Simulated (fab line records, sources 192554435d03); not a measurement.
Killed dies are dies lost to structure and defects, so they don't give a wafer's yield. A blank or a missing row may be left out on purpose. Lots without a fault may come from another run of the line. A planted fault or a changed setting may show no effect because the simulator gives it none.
A struck lot beside a sound one | flow n5_finfet | 27 steps out of a route of 1938
Sound: wafers L453.1, L453.3, L453.5. Struck: wafer L450.2. (L450.1, L450.4 of the same lot were not struck and are left out.) The cause comes at the end.
At each step with rows: each side's tool, then ch and its chambers, then its first start. Under that, the readings that differ: sound wafers | struck wafers | difference of the means | sigmas: that difference in standard deviations of wafers without a fault.
alike: readings whose means differ by less than 2 such deviations, and words and numbers that are the same on both sides. not compared: withheld readings, readings that some wafer has no value for, bounds like >300 that may hide the same value, and numbers for which the record gives no deviation and whose values overlap.
The two part at a step that has a row with sigmas, a row that says differs or no value, or rows on one side only. Numbers that don't overlap but have no deviation are shown without sigmas and don't part them. A reading that every wafer of one side lacks parts them only if that side has two wafers or more.

first, 11 steps without rows for these wafers: N5_BEOL_M12_STRIP_37 (strips in N2/H2); N5_BEOL_M12_ETCH_38 (etches SiCN in CF4/N2, target depth 68.7 nm, time 73.4 s); N5_BEOL_M12_PRECLEAN_39 (cleans in residue remover, time 60 s); N5_BEOL_M12_SRD_40 (time 30 s, dry time 30 s); N5_BEOL_M12_DEGAS_41 (time 60 s); N5_BEOL_M12_PRE_CLEAN_42 (time 30 s); N5_BEOL_M12_SPUTTER_43 (material TaN, target thk 15 nm, time 24.19 s); N5_BEOL_M12_SPUTTER_44 (material Ta, target thk 10 nm, time 16.13 s); N5_BEOL_M12_SPUTTER_45 (material Cu, target thk 80 nm, time 13.33 s); N5_BEOL_M12_ECD_47 (material Cu, target thk 720 nm); N5_BEOL_M12_ANNEAL_48 (time 90 s).
N5_BEOL_M12_CMP_49: polishes, stops on SiOC, t overpolish 20.6 s, target thk 320 nm.
  sound on cmp-04 ch 1,2, day 15 17:55; struck on cmp-03 ch 2, day 15 03:49
  alike: barrier_field_endpoint_s, clearing_platen_down_force_psi, clearing_platen_rpm, motor_current_A, overpolish_run_s
then, 2 steps without rows for these wafers: N5_BEOL_M12_PRE_CLEAN_52 (time 15 s); N5_BEOL_M12_DEP_53 (deposits SiCN from 3MS/NH3, target thk 30 nm, time 10.5 s).
N5_BEOL_M12_INSPECT_55: inspects for defects (darkfield).
  sound on defect_inspect-01, day 15 18:22; struck on defect_inspect-02, day 15 04:16
  reading          | sound     | struck | difference | sigmas
  raw_defect_count | 112 61 75 | 1368   | +1285      | +44
then, 9 steps without rows for these wafers: N5_BEOL_M13_ILD_DEP_00 (deposits SiOC from DEMS/O2, target thk 837.92 nm, time 166.4 s); N5_BEOL_M13_COAT_58 (time 60 s, resist thk 89 nm); N5_BEOL_M13_COAT_04 (resist thk 400 nm); N5_BEOL_M13_EBR_06; N5_BEOL_M13_SOFTBAKE_05 (time 60 s); N5_BEOL_M13_EXPOSE_07 (exposes mask V12); N5_BEOL_M13_PEB_08 (peb time 90 s); N5_BEOL_M13_DEVELOP_09 (develop time 45 s); N5_BEOL_M13_HARDBAKE_14 (time 120 s).
N5_BEOL_M13_INSPECT_12: inspects for defects (macro).
  sound on defect_inspect-01, day 15 19:04; struck on defect_inspect-01, day 15 04:49
  reading          | sound | struck | difference | sigmas
  raw_defect_count | 3 2 2 | >300   | differs    |
then, 1 step without rows for these wafers: N5_BEOL_M13_DESCUM_15 (chemistry O2, time 7.9 s).
N5_PASSIVATION_PROBE_49:
  the record has rows for the struck wafers here (prober-01, day 16 12:53) and none for the sound ones

WHERE THEY PART
First at N5_BEOL_M12_INSPECT_55; last, within this record, at N5_PASSIVATION_PROBE_49.

WHY: what the simulator had put in
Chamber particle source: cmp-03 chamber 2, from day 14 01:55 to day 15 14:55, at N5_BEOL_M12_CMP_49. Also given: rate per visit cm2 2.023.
